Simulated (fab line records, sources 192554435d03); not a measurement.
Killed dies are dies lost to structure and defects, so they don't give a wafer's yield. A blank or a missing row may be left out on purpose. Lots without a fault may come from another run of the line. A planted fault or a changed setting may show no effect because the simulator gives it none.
Which tool did it? | flow n5_finfet | 10 lots, 28 wafers sampled, at 1 step of a route of 1938

WHAT THE GAUGES READ, wafer by wafer
N5_BEOL_M4_RC_MEAS_101.
lot  | measured     | on        | DIBL_N (mV/V)
L851 | day 9 04:30  | prober-02 | 36.2 35.3 36.0
L854 | day 9 12:51  | prober-01 | 40.0 38.2 34.4
L859 | day 11 01:13 | prober-01 | 34.4 35.1 37.0
L861 | day 11 09:26 | prober-01 | 36.7 33.6 37.7
L865 | day 12 12:25 | prober-01 | 39.1 35.7 38.9
L868 | day 13 02:31 | prober-02 | 38.1 38.1 36.2
L867 | day 13 08:55 | prober-02 | 39.9 32.8 35.3
L869 | day 13 15:29 | prober-01 | 36.5 38.7
L870 | day 13 17:52 | prober-01 | 37.1 35.2
L871 | day 14 04:28 | prober-02 | 33.7 33.2 38.4

WHICH TOOL RAN EACH LOT (tool, then ch and the chambers of the sampled wafers, then the start)
The record holds no process step before these readings.

THE ANSWER, worked out from the rows above alone
Rule: what is usual is taken from the lots themselves. Put in order of their means at a reading, lots are off if they are a third of the lots or fewer, leave a main group of 4 or more, and stand apart from it by a gap of 3 or more times the standard deviation of the main group's means; of several such gaps the widest counts. A main group whose means are all the same, to the digits that the tables above print for the reading, isn't used. A lot without any number at a reading at which 4 lots or more have one is off too. The other lots that the step has rows for count as sound.
No lot is off at any reading shown: from this, nothing can be told.

WHAT THE SIMULATOR HAD PUT IN
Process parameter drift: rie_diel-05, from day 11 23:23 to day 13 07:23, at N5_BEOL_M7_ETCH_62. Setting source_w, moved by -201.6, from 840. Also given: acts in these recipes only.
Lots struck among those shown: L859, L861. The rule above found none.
